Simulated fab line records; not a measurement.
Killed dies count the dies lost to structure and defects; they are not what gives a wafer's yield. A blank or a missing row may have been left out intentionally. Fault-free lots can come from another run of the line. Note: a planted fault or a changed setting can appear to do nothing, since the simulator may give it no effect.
3 desks looking at one fault :: flow n5-finfet :: only its own numbers are on each desk; what lay behind them is given at the end

## METROLOGY DESK
Lot by lot, what the gauges showed, no matter which tool ran the lot: averages of those sampled wafers that carry a number. A lot is out of limits, marked OUT, if its mean lies more than 4 standard deviations from the usual mean; the brackets give that distance. 7 of its 14 readings are shown, namely those furthest out on some lot.
Columns: A = M4_RS at N5_BEOL_M4_RS_MEAS_58, usual 0.70 ohm/sq; B = DIBL_N at N5_BEOL_M4_RC_MEAS_101, usual 37.2 mV/V; C = ION_N at N5_BEOL_M4_RC_MEAS_101, usual 667 uA/um; D = ION_P at N5_BEOL_M4_RC_MEAS_101, usual 461 uA/um; E = VT_N at N5_BEOL_M4_RC_MEAS_101, usual 250 mV; F = M5_ILD_THK at N5_BEOL_M5_THK_MEAS_01, usual 121.6 nm; G = M5_OVL at N5_BEOL_M5_OVL_MEAS_12, usual 0.2 nm
lot: L994
first seen here: day 8 10:45
A: 0.68
B: 38.3
C: 677
D: 465
E: 248
F: 119.1
G: 0.4

lot: L995
first seen here: day 9 11:08
A: 0.71
B: 35.1
C: 662
D: 455
E: 251
F: 124.6
G: -0.0

lot: L102
first seen here: day 10 06:28
A: 0.70
B: 37.5
C: 668
D: 466
E: 250
F: 119.0
G: -0.6

lot: L106
first seen here: day 11 13:41
A: 0.76
B: 36.0
C: 671
D: 461
E: 246
F: 121.0
G: -0.3

lot: L110
first seen here: day 12 07:47
A: 0.69
B: 36.8
C: 649
D: 456
E: 254
F: 121.2
G: -0.0

lot: L116
first seen here: day 14 02:02
A: 0.68
B: 33.8
C: 653
D: 450
E: 256
F: 122.1
G: -0.9
Finding of this desk: none of the 6 lots has anything out of limits.

## THE DEFECT DESK
Lot by lot, what the route's inspections counted, given as the mean of those sampled wafers with a number. A lot is out of limits, marked OUT, if its mean lies more than 4 standard deviations from the usual mean; the brackets give that distance.
Columns: A = raw-defect-count at N5_BEOL_M4_INSPECT_59, usual 73; B = raw-defect-count at N5_BEOL_M5_INSPECT_13, usual 401
lot: L994
first seen here: day 8 10:47
A: 83
B: 477

lot: L995
first seen here: day 9 11:10
A: 72
B: 405

lot: L102
first seen here: day 10 06:29
A: 75
B: 391

lot: L106
first seen here: day 11 13:43
A: 62
B: 530

lot: L110
first seen here: day 12 07:48
A: 74
B: 350

lot: L116
first seen here: day 14 02:04
A: 62
B: 467
Finding of this desk: none of the 6 lots has anything out of limits.

## DESK OF THE TOOL OWNER: litho-track-01
The tool's own readings at N5_BEOL_M5_COAT_71 (time 60 s, resist thk 5 nm): means of the sampled wafers that have a number, for each lot that ran on this tool. A lot is out of limits, marked OUT, if its mean lies more than 4 standard deviations from the usual mean; the brackets give that distance.
Columns: A = heater-power-total-W at N5_BEOL_M5_COAT_71, usual 392.0 W; B = plate-temp-C at N5_BEOL_M5_COAT_71, usual 204.95 C; C = spin-speed-rpm at N5_BEOL_M5_COAT_71, usual 1500.0 rpm
lot: L994
first seen here: day 8 13:37
A: 390.5
B: 204.97
C: 1499.6

lot: L995
first seen here: day 9 14:25
A: 391.2
B: 205.04
C: 1499.9

lot: L102
first seen here: day 10 11:42
A: 392.9
B: 204.82
C: 1499.9

lot: L106
first seen here: day 11 15:49
A: 392.2
B: 204.94
C: 1744.2 (+99 or more) OUT

lot: L110
first seen here: day 12 09:37
A: 391.7
B: 204.83
C: 1743.8 (+99 or more) OUT
This desk's verdict: out of limits on L106, L110, starting with L106 at day 11 15:49 (spin-speed-rpm at N5_BEOL_M5_COAT_71). L994, L995, L102: within limits.

## PUT TOGETHER
The tool owner's desk had the chance to raise an alarm at day 11 15:49 on L106, L110.
Nothing out of limits was seen by the metrology desk.
Nothing the defect desk looked at was out of limits.
The metrology desk holds a record of L106, L110, inside its limits.
The defect desk has L106, L110 on record, within its limits.
Every lot named ran N5_BEOL_M5_COAT_71 on litho-track-01.

## WHAT THE SIMULATOR HAD PUT IN
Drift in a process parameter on litho-track-01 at N5_BEOL_M5_COAT_71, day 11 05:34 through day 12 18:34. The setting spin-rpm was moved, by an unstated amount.
Struck lots among those shown: L106, L110.
Hours from the fault's start to each desk's first reading out of limits: the tool owner's desk, 10.
